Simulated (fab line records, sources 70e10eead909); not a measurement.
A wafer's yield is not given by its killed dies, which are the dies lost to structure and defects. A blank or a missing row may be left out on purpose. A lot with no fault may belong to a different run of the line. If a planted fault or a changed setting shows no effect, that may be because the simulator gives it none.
Which tool is to blame?	flow nand_harc	Sampling: 14 lots, 38 wafers, 4 of 1302 route steps

WHAT THE GAUGES SHOWED, per wafer
NHARC_A_ZERO_WELL_CD_MEAS_10: the cd target is 2000 nm.
lot	measured	on	cd_nm (nm)
L984	day 6 16:30	cd_sem-03	1998.9 2001.7 1999.0
L986	day 7 17:11	cd_sem-03	1999.7 1998.7 1998.7
L987	day 8 07:40	cd_sem-01	1999.0 1998.8 1998.4
L989	day 8 22:16	cd_sem-02	1998.0 2000.2 1998.7
L990	day 9 03:37	cd_sem-01	2000.1 2000.3 2001.6
L993	day 10 04:50	cd_sem-02	1999.4 1999.5 2000.0
L992	day 10 06:03	cd_sem-03	2001.4 2002.5 2000.6
L994	day 10 16:52	cd_sem-02	1999.4 2000.0 2000.0
L995	day 11 05:21	cd_sem-01	2000.8 2000.9 2000.5
L996	day 11 18:35	cd_sem-03	1999.6 1998.5 2000.5
L100	day 13 13:11	cd_sem-01	1997.2 1999.4 1999.1
L101	day 13 21:41	cd_sem-03	1999.2
L102	day 14 06:37	cd_sem-02	1997.4
L106	day 15 18:22	cd_sem-02	1999.4 2000.9 1999.6

NHARC_A_ONON_D1_THK_MEAS_08: measures by ellipsometry.
lot	measured	on	thk_nm (nm)
L984	day 7 16:17	film_metro-02	997 998 996
L986	day 8 16:37	film_metro-01	978 980 978
L987	day 9 08:13	film_metro-02	992 992 992
L989	day 9 22:19	film_metro-01	1003 1005 1004
L990	day 10 06:11	film_metro-02	1000 1000 1000
L993	day 11 04:06	film_metro-02	985 986 987
L992	day 11 04:06	film_metro-01	994 992 994
L994	day 11 16:35	film_metro-02	1010 1010 1011
L995	day 12 04:32	film_metro-01	998 998 998
L996	day 12 18:04	film_metro-02	991 994 992
L100	day 14 12:13	film_metro-02	1008 1010 1008
L101	day 14 23:10	film_metro-02	1560 1559
L102	day 15 08:43	film_metro-02	1561 1560
L106	day 16 17:34	film_metro-01	1004 1002 1004

EACH LOT AND THE TOOL THAT RAN IT (in order: tool; ch and the chambers of the sampled wafers; start)
lot	NHARC_A_ZERO_WELL_RTA_16	NHARC_A_ONON_D1_DEP_06
L984	rtp_anneal-01 ch 0, day 6 17:46	pecvd_onon-02 ch 0, day 7 15:47
L986	rtp_anneal-02 ch 0, day 7 18:32	pecvd_onon-01 ch 0, day 8 16:13
L987	rtp_anneal-02 ch 0, day 8 08:58	pecvd_onon-03 ch 0, day 9 07:46
L989	rtp_anneal-01 ch 0, day 8 23:35	pecvd_onon-03 ch 0, day 9 21:55
L990	rtp_anneal-01 ch 0, day 9 05:03	pecvd_onon-03 ch 0, day 10 05:40
L993	rtp_anneal-02 ch 0, day 10 06:05	pecvd_onon-03 ch 0, day 11 03:35
L992	rtp_anneal-01 ch 0, day 10 07:27	pecvd_onon-01 ch 0, day 11 03:43
L994	rtp_anneal-02 ch 0, day 10 18:10	pecvd_onon-02 ch 0, day 11 16:08
L995	rtp_anneal-02 ch 0, day 11 06:42	pecvd_onon-03 ch 0, day 12 04:02
L996	rtp_anneal-01 ch 0, day 11 19:53	pecvd_onon-03 ch 0, day 12 17:34
L100	rtp_anneal-01 ch 0, day 13 14:26	pecvd_onon-02 ch 0, day 14 11:42
L101	rtp_anneal-01 ch 0, day 13 23:00	pecvd_onon-02 ch 0, day 14 22:39
L102	rtp_anneal-02 ch 0, day 14 07:58	pecvd_onon-02 ch 0, day 15 08:19
L106	rtp_anneal-01 ch 0, day 15 19:40	pecvd_onon-01 ch 0, day 16 17:10
- NHARC_A_ZERO_WELL_RTA_16: time 10 s.
- NHARC_A_ONON_D1_DEP_06: target thk 1000 nm.

WHAT THE TOOLS THEMSELVES READ (means of the sampled wafers that have a number; where no wafer has one, the mark that the record gives instead)
NHARC_A_ZERO_WELL_RTA_16.
lot	tool	lamp_power_pct (%)	wafer_temp_C_max
L984	rtp_anneal-01	34.7	1007.0
L986	rtp_anneal-02	29.9	1005.4
L987	rtp_anneal-02	29.9	1005.3
L989	rtp_anneal-01	34.7	1006.6
L990	rtp_anneal-01	34.7	1008.4
L993	rtp_anneal-02	29.9	1005.3
L992	rtp_anneal-01	34.8	1007.4
L994	rtp_anneal-02	29.9	1005.0
L995	rtp_anneal-02	29.8	1006.3
L996	rtp_anneal-01	34.7	1007.9
L100	rtp_anneal-01	34.7	1007.0
L101	rtp_anneal-01	34.7	1007.3
L102	rtp_anneal-02	29.8	1006.1
L106	rtp_anneal-01	34.7	1007.6

THE ANSWER, worked out from the rows above alone
Rule: what is usual is taken from the lots themselves. The widest of any qualifying gaps counts: lots, ordered by their means at a reading, are off when they make up no more than a third of the lots, leave a main group of 4 or more, and stand apart from it by 3 or more times the standard deviation of that group's means. If all means in a main group match to the digits the tables above print for the reading, that group is not used. A lot without any number at a reading at which 4 lots or more have one is off too. Where the step has rows for the other lots, those lots are counted as sound. The gauges are gone through in route order, then the tools' own readings, and for those a lot's mean is taken as printed above. The first step at which some lot is off is used, and at that step the reading that is off furthest; a lot without a number counts as furthest.
Off, at NHARC_A_ONON_D1_THK_MEAS_08 on thk_nm: L101, L102. Main group: mean 997 nm, sd 8.8.
If a tool, at a process step before that reading, ran all the lots that are off and no sound lot after the first of them, it fits. Those tools and the gauges at NHARC_A_ONON_D1_THK_MEAS_08 are tried in the same way. 2 tools fit, pecvd_onon-02 at NHARC_A_ONON_D1_DEP_06 and film_metro-02 at NHARC_A_ONON_D1_THK_MEAS_08, so this cannot tell which one it is.

WHAT THE SIMULATOR HAD PUT IN
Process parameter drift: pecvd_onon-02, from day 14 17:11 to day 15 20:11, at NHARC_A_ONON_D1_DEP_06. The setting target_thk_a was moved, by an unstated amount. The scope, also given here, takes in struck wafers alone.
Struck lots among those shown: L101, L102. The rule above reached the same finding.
